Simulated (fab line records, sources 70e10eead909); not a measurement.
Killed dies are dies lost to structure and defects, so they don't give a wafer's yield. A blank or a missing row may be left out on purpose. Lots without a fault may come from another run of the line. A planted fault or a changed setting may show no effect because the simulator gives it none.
A struck lot beside a sound one | flow nand_harc | 14 steps out of a route of 1302
Sound: wafers L246.2, L246.4, L246.5. Struck: wafers L236.1, L236.2, L236.3. The cause comes at the end.
At each step with rows: each side's tool, then ch and its chambers, then its first start. Under that, the readings that differ: sound wafers | struck wafers | difference of the means | sigmas: that difference in standard deviations of wafers without a fault.
alike: readings whose means differ by less than 2 such deviations, and words and numbers that are the same on both sides. not compared: withheld readings, readings that some wafer has no value for, bounds like >300 that may hide the same value, and numbers for which the record gives no deviation and whose values overlap.
The two part at a step that has a row with sigmas, a row that says differs or no value, or rows on one side only. Numbers that don't overlap but have no deviation are shown without sigmas and don't part them. A reading that every wafer of one side lacks parts them only if that side has two wafers or more.

first, 7 steps without rows for these wafers: NHARC_A_M1_COAT_34 (time 65 s); NHARC_A_M1_COAT_03 (resist thk 90 nm); NHARC_A_M1_SOFTBAKE_04 (time 55 s); NHARC_A_M1_EBR_05; NHARC_A_M1_EXPOSE_06 (exposes mask A M1, target cd 120 nm); NHARC_A_M1_PEB_07 (peb time 65 s); NHARC_A_M1_DEVELOP_08 (develop time 35 s).
NHARC_A_M1_CD_MEAS_09: target cd 120 nm.
  sound on cd_sem-01 ch 0, day 29 12:59; struck on cd_sem-03 ch 0, day 25 14:10
  alike: cd_nm
NHARC_A_M1_OVL_MEAS_10: pitch 240 nm.
  sound on overlay-02, day 29 13:05; struck on overlay-02, day 25 14:15
  reading           | sound       | struck         | difference | sigmas
  overlay_x_nm (nm) | 0.7 0.8 0.2 | -2.0 -2.2 -1.8 | -2.6       | -3
  alike: overlay_y_nm
NHARC_A_M1_INSPECT_11:
  sound on defect_inspect-01, day 29 13:07; struck on defect_inspect-01, day 25 14:17
  alike: raw_defect_count
NHARC_A_M1_DESCUM_14: chemistry O2, time 3 s.
  sound on rie_diel-06 ch 0,2,3, day 29 13:11; struck on rie_diel-06 ch 0,2,3, day 25 14:20
  alike: drypump_motor_current_A, o2_flow_sccm, oes_product_au, rf_vpp_V, showerhead_plenum_p_Torr, throttle_valve_pct
  not compared: rf_hours_counter_h
NHARC_A_M1_ETCH_35: etches the open film in N2/H2, target depth 40 nm, overetch 12 nm, time 43.94 s.
  sound on rie_diel-06 ch 0,2,3, day 29 13:16; struck on rie_diel-06 ch 1,2,3, day 25 14:26
  alike: bias_w, chamber_pressure_mTorr, drypump_motor_current_A, oes_product_au, rf_vpp_V, showerhead_plenum_p_Torr, throttle_valve_pct
  not compared: rf_hours_counter_h
NHARC_A_M1_ETCH_15: etches the open film in C4F8/Ar, target depth 182.5 nm, time 91.2 s.
  sound on rie_diel-06 ch 1,2,3, day 29 13:21; struck on rie_diel-06 ch 0,1,3, day 25 14:31
  no value came back on the struck wafers for any of 5 readings (bias_w (W), chamber_pressure_mTorr (mTorr) and others); on the sound wafers bias_w (W) reads 298.8 301.0 299.9
  not compared: rf_hours_counter_h
NHARC_A_M1_CD_MEAS_16:
  sound on cd_sem-03, day 29 13:29; struck on cd_sem-01, day 25 14:39
  alike: cd_nm

WHERE THEY PART
First at NHARC_A_M1_OVL_MEAS_10; last, within this record, at NHARC_A_M1_ETCH_15. Later steps at which nothing parts them and some readings are alike: NHARC_A_M1_CD_MEAS_16.

WHY: what the simulator had put in
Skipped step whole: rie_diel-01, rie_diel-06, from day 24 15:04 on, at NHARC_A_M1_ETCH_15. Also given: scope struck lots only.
